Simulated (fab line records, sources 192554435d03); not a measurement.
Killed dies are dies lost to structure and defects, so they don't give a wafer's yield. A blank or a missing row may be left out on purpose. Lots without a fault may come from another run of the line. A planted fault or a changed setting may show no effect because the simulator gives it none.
Which tool did it? | flow n5_finfet | 19 lots, 57 wafers sampled, at 4 steps of a route of 1938

WHAT THE GAUGES READ, wafer by wafer
N5_BEOL_M7_THK_MEAS_01. Usual: M7_ILD_THK 155.0 nm, standard deviation 1.9.
lot  | measured     | on            | M7_ILD_THK (nm)   | flag
L076 | day 10 07:26 | film_metro-01 | 153.4 154.3 153.3 |
L077 | day 10 17:31 | film_metro-01 | 152.2 154.9 155.3 |
L078 | day 11 14:08 | film_metro-01 | 153.0 149.0 155.7 |
L080 | day 11 14:11 | film_metro-01 | 152.5 153.1 156.3 |
L081 | day 11 18:29 | film_metro-01 | 155.9 156.6 156.6 |
L082 | day 12 00:36 | film_metro-02 | 153.0 153.9 156.0 |
L083 | day 12 19:17 | film_metro-02 | 154.6 153.8 155.0 |
L084 | day 12 22:20 | film_metro-01 | 153.9 155.3 158.3 |
L086 | day 13 07:55 | film_metro-02 | 152.9 156.6 157.6 |
L087 | day 13 09:35 | film_metro-02 | 154.6 157.0 154.7 |
L085 | day 13 10:33 | film_metro-01 | 155.3 156.4 156.6 |
L091 | day 14 16:25 | film_metro-02 | 150.7 155.2 154.2 |
L090 | day 14 17:26 | film_metro-02 | 150.2 156.3 156.1 |
L088 | day 14 17:46 | film_metro-01 | 156.9 156.9 156.7 |
L092 | day 14 22:19 | film_metro-02 | 153.7 154.2 157.4 |
L094 | day 14 23:11 | film_metro-01 | 158.2 158.1 157.0 |
L093 | day 15 05:46 | film_metro-02 | 154.2 156.4 156.2 |
L095 | day 15 21:44 | film_metro-02 | 155.1 156.0 156.7 |
L096 | day 15 22:50 | film_metro-01 | 154.4 155.9 156.1 |

WHICH TOOL RAN EACH LOT (tool, then ch and the chambers of the sampled wafers, then the start)
lot  | N5_BEOL_M6_ETCH_72                 | N5_BEOL_M6_STRIP_36                | N5_BEOL_M6_STRIP_80
L076 | rie_diel-04 ch 1,3, day 10 03:42   | rie_diel-04 ch 1,3, day 10 03:53   | rie_diel-04 ch 1,3, day 10 07:26 or earlier
L077 | rie_diel-03 ch 0,1,3, day 10 14:15 | rie_diel-03 ch 0,1,3, day 10 14:27 | rie_diel-03 ch 0,1,3, day 10 17:31 or earlier
L078 | rie_diel-03 ch 1,3, day 11 10:16   | rie_diel-03 ch 1,3, day 11 10:28   | rie_diel-03 ch 1,3, day 11 14:08 or earlier
L080 | rie_diel-04 ch 0,2,3, day 11 10:19 | rie_diel-04 ch 0,2,3, day 11 10:31 | rie_diel-04 ch 0,2,3, day 11 14:11 or earlier
L081 | rie_diel-03 ch 0,1, day 11 14:55   | rie_diel-03 ch 0,1, day 11 15:07   | rie_diel-03 ch 0,1, day 11 18:29 or earlier
L082 | rie_diel-03 ch 1,3, day 11 19:41   | rie_diel-03 ch 1,3, day 11 19:53   | rie_diel-03 ch 1,3, day 12 00:36 or earlier
L083 | rie_diel-06 ch 0,2,3, day 12 14:29 | rie_diel-06 ch 0,2,3, day 12 14:40 | rie_diel-06 ch 0,2,3, day 12 19:17 or earlier
L084 | rie_diel-04 ch 0,1,3, day 12 17:45 | rie_diel-04 ch 0,1,3, day 12 17:56 | rie_diel-04 ch 0,1,3, day 12 22:20 or earlier
L086 | rie_diel-06 ch 0,2, day 13 03:51   | rie_diel-06 ch 0,2, day 13 04:02   | rie_diel-06 ch 0,2, day 13 07:55 or earlier
L087 | rie_diel-03 ch 0,1,3, day 13 04:12 | rie_diel-03 ch 0,1,3, day 13 04:24 | rie_diel-03 ch 0,1,3, day 13 09:35 or earlier
L085 | rie_diel-06 ch 0,1,2, day 13 07:08 | rie_diel-06 ch 0,1,2, day 13 07:20 | rie_diel-06 ch 0,1,2, day 13 10:33 or earlier
L091 | rie_diel-04 ch 2,3, day 14 11:28   | rie_diel-04 ch 2,3, day 14 11:39   | rie_diel-04 ch 2,3, day 14 16:25 or earlier
L090 | rie_diel-06 ch 0,1, day 14 13:54   | rie_diel-06 ch 0,1, day 14 14:05   | rie_diel-06 ch 0,1, day 14 17:26 or earlier
L088 | rie_diel-06 ch 0,1,3, day 14 14:17 | rie_diel-06 ch 0,1,3, day 14 14:29 | rie_diel-06 ch 0,1,3, day 14 17:46 or earlier
L092 | rie_diel-04 ch 1,2, day 14 17:51   | rie_diel-04 ch 1,2, day 14 18:03   | rie_diel-04 ch 1,2, day 14 22:19 or earlier
L094 | rie_diel-04 ch 0,1,3, day 14 19:34 | rie_diel-04 ch 0,1,3, day 14 19:46 | rie_diel-04 ch 0,1,3, day 14 23:11 or earlier
L093 | rie_diel-04 ch 1,3, day 15 00:55   | rie_diel-04 ch 1,3, day 15 01:07   | rie_diel-04 ch 1,3, day 15 05:46 or earlier
L095 | rie_diel-04 ch 0,1, day 15 17:15   | rie_diel-04 ch 0,1, day 15 17:27   | rie_diel-04 ch 0,1, day 15 21:44 or earlier
L096 | rie_diel-04 ch 0,1,2, day 15 19:22 | rie_diel-04 ch 0,1,2, day 15 19:33 | rie_diel-04 ch 0,1,2, day 15 22:50 or earlier
- N5_BEOL_M6_ETCH_72: etches underlayer in N2/H2, target depth 6.5 nm, time 5.2 s.
- N5_BEOL_M6_STRIP_36: strips in N2/H2.
- N5_BEOL_M6_STRIP_80: strips in N2/H2, time 10 s.

WHAT THE TOOLS THEMSELVES READ (means of the sampled wafers that have a number; where no wafer has one, the mark that the record gives instead)
N5_BEOL_M6_ETCH_72. Usual: bias_w 150.0 W, standard deviation 0.44; drypump_motor_current_A 5.6 A, standard deviation 0.53; etch_rf_on_time_s 5.21 s, standard deviation 0.1; oes_product_au 0.68 a.u., standard deviation 0.069; rf_vpp_V 523.5 V, standard deviation 2.8; showerhead_plenum_p_Torr 2.52 Torr, standard deviation 0.093; throttle_valve_pct 17.79 %, standard deviation 0.18.
lot  | tool        | bias_w (W) | drypump_motor_current_A (A) | etch_rf_on_time_s (s) | oes_product_au (a.u.) | rf_vpp_V (V) | showerhead_plenum_p_Torr (Torr) | throttle_valve_pct (%) | flag
L076 | rie_diel-04 | 149.7      | 5.8                         | 5.27                  | 0.60                  | 521.1        | 2.49                            | 17.58                  |
L077 | rie_diel-03 | 149.9      | 5.7                         | 5.24                  | 0.66                  | 524.8        | 2.54                            | 17.66                  |
L078 | rie_diel-03 | 149.9      | 6.1                         | 5.12                  | 0.67                  | 522.0        | 2.51                            | 17.53                  |
L080 | rie_diel-04 | 150.4      | 5.8                         | 5.24                  | 0.61                  | 522.4        | 2.49                            | 17.97                  |
L081 | rie_diel-03 | 149.7      | 6.0                         | 5.24                  | 0.66                  | 525.7        | 2.57                            | 17.57                  |
L082 | rie_diel-03 | 149.5      | 5.9                         | 5.22                  | 0.66                  | 521.9        | 2.48                            | 17.66                  |
L083 | rie_diel-06 | 150.0      | 5.2                         | 5.15                  | 0.76                  | 527.2        | 2.61                            | 17.75                  |
L084 | rie_diel-04 | 150.4      | 5.5                         | 5.27                  | 0.62                  | 522.2        | 2.45                            | 17.72                  |
L086 | rie_diel-06 | 149.9      | 5.4                         | 5.14                  | 0.76                  | 526.0        | 2.57                            | 17.67                  |
L087 | rie_diel-03 | 150.1      | 5.7                         | 5.24                  | 0.65                  | 523.0        | 2.54                            | 17.68                  |
L085 | rie_diel-06 | 150.0      | 5.5                         | 5.12                  | 0.74                  | 526.0        | 2.61                            | 17.74                  |
L091 | rie_diel-04 | 150.3      | 6.1                         | 5.25                  | 0.65                  | 522.9        | 2.50                            | 17.76                  |
L090 | rie_diel-06 | 149.6      | 5.5                         | 5.24                  | 0.71                  | 526.4        | 2.62                            | 17.85                  |
L088 | rie_diel-06 | 150.4      | 5.4                         | 5.08                  | 0.72                  | 526.7        | 2.64                            | 17.83                  |
L092 | rie_diel-04 | 149.9      | 6.1                         | 5.20                  | 0.67                  | 521.0        | 2.44                            | 17.69                  |
L094 | rie_diel-04 | 150.1      | 5.5                         | 5.23                  | 0.61                  | 521.8        | 2.45                            | 17.75                  |
L093 | rie_diel-04 | 149.9      | 5.7                         | 5.22                  | 0.59                  | 521.6        | 2.43                            | 17.63                  |
L095 | rie_diel-04 | 150.4      | 5.2                         | 5.32                  | 0.63                  | 519.1        | 2.42                            | 17.85                  |
L096 | rie_diel-04 | 149.8      | 5.8                         | 5.27                  | 0.67                  | 520.9        | 2.44                            | 17.84                  |

N5_BEOL_M6_STRIP_36. Usual: drypump_motor_current_A 5.6 A, standard deviation 0.53; oes_product_au 0.79 a.u., standard deviation 0.078; rf_vpp_V 59.1 V, standard deviation 1.6; showerhead_plenum_p_Torr 2.52 Torr, standard deviation 0.093; throttle_valve_pct 23.54 %, standard deviation 0.26.
lot  | tool        | drypump_motor_current_A (A) | oes_product_au (a.u.) | rf_vpp_V (V) | showerhead_plenum_p_Torr (Torr) | throttle_valve_pct (%) | flag
L076 | rie_diel-04 | 5.8                         | 0.71                  | 59.2         | 2.48                            | 23.19                  |
L077 | rie_diel-03 | 5.7                         | 0.78                  | 58.6         | 2.54                            | 23.42                  |
L078 | rie_diel-03 | 6.1                         | 0.78                  | 59.8         | 2.51                            | 23.27                  |
L080 | rie_diel-04 | 5.8                         | 0.71                  | 59.7         | 2.48                            | 23.68                  |
L081 | rie_diel-03 | 5.9                         | 0.77                  | 59.1         | 2.57                            | 23.24                  |
L082 | rie_diel-03 | 5.9                         | 0.78                  | 58.4         | 2.47                            | 23.46                  |
L083 | rie_diel-06 | 5.2                         | 0.88                  | 61.4         | 2.61                            | 23.51                  |
L084 | rie_diel-04 | 5.5                         | 0.72                  | 59.3         | 2.45                            | 23.37                  |
L086 | rie_diel-06 | 5.4                         | 0.89                  | 59.8         | 2.57                            | 23.47                  |
L087 | rie_diel-03 | 5.7                         | 0.75                  | 59.4         | 2.53                            | 23.44                  |
L085 | rie_diel-06 | 5.5                         | 0.86                  | 60.3         | 2.61                            | 23.54                  |
L091 | rie_diel-04 | 6.1                         | 0.76                  | 59.3         | 2.49                            | 23.39                  |
L090 | rie_diel-06 | 5.5                         | 0.82                  | 58.1         | 2.61                            | 23.71                  |
L088 | rie_diel-06 | 5.4                         | 0.85                  | 58.6         | 2.64                            | 23.61                  |
L092 | rie_diel-04 | 6.1                         | 0.79                  | 58.9         | 2.43                            | 23.36                  |
L094 | rie_diel-04 | 5.5                         | 0.71                  | 59.5         | 2.44                            | 23.40                  |
L093 | rie_diel-04 | 5.7                         | 0.69                  | 59.2         | 2.43                            | 23.19                  |
L095 | rie_diel-04 | 5.2                         | 0.74                  | 57.9         | 2.41                            | 23.56                  |
L096 | rie_diel-04 | 5.8                         | 0.78                  | 60.2         | 2.44                            | 23.58                  |

N5_BEOL_M6_STRIP_80. Usual: drypump_motor_current_A 5.6 A, standard deviation 0.53; oes_product_au 0.79 a.u., standard deviation 0.079; rf_vpp_V 59.1 V, standard deviation 0.9; showerhead_plenum_p_Torr 2.52 Torr, standard deviation 0.093; throttle_valve_pct 23.53 %, standard deviation 0.26.
lot  | tool        | drypump_motor_current_A (A) | oes_product_au (a.u.) | rf_vpp_V (V) | showerhead_plenum_p_Torr (Torr) | throttle_valve_pct (%) | flag
L076 | rie_diel-04 | 5.8                         | 0.71                  | 58.6         | 2.48                            | 23.16                  |
L077 | rie_diel-03 | 5.7                         | 0.78                  | 59.2         | 2.54                            | 23.42                  |
L078 | rie_diel-03 | 6.1                         | 0.78                  | 59.8         | 2.51                            | 23.27                  |
L080 | rie_diel-04 | 5.8                         | 0.71                  | 59.0         | 2.48                            | 23.66                  |
L081 | rie_diel-03 | 5.9                         | 0.77                  | 58.8         | 2.57                            | 23.25                  |
L082 | rie_diel-03 | 5.9                         | 0.78                  | 58.2         | 2.47                            | 23.45                  |
L083 | rie_diel-06 | 5.2                         | 0.88                  | 59.9         | 2.61                            | 23.51                  |
L084 | rie_diel-04 | 5.5                         | 0.72                  | 58.7         | 2.45                            | 23.36                  |
L086 | rie_diel-06 | 5.3                         | 0.89                  | 59.3         | 2.57                            | 23.46                  |
L087 | rie_diel-03 | 5.7                         | 0.75                  | 59.3         | 2.53                            | 23.43                  |
L085 | rie_diel-06 | 5.5                         | 0.86                  | 59.2         | 2.61                            | 23.56                  |
L091 | rie_diel-04 | 6.1                         | 0.76                  | 58.6         | 2.49                            | 23.39                  |
L090 | rie_diel-06 | 5.5                         | 0.83                  | 59.7         | 2.61                            | 23.70                  |
L088 | rie_diel-06 | 5.4                         | 0.84                  | 60.2         | 2.64                            | 23.60                  |
L092 | rie_diel-04 | 6.1                         | 0.78                  | 58.4         | 2.43                            | 23.35                  |
L094 | rie_diel-04 | 5.5                         | 0.71                  | 59.4         | 2.44                            | 23.39                  |
L093 | rie_diel-04 | 5.7                         | 0.69                  | 59.4         | 2.43                            | 23.21                  |
L095 | rie_diel-04 | 5.2                         | 0.74                  | 58.9         | 2.41                            | 23.57                  |
L096 | rie_diel-04 | 5.8                         | 0.79                  | 59.3         | 2.44                            | 23.57                  |

THE ANSWER, worked out from the rows above alone
Rule: a lot is off if the mean of its wafers that have a number lies more than 3 standard deviations from the usual mean. A lot without any number at a reading at which 4 lots or more have one is off too. The other lots that the step has rows for count as sound. The gauges are gone through in route order, then the tools' own readings, and for those a lot's mean is taken as printed above. The first step at which some lot is off is used, and at that step the reading that is off furthest; a lot without a number counts as furthest.
No lot is off at any reading shown: from this, nothing can be told.

WHAT THE SIMULATOR HAD PUT IN
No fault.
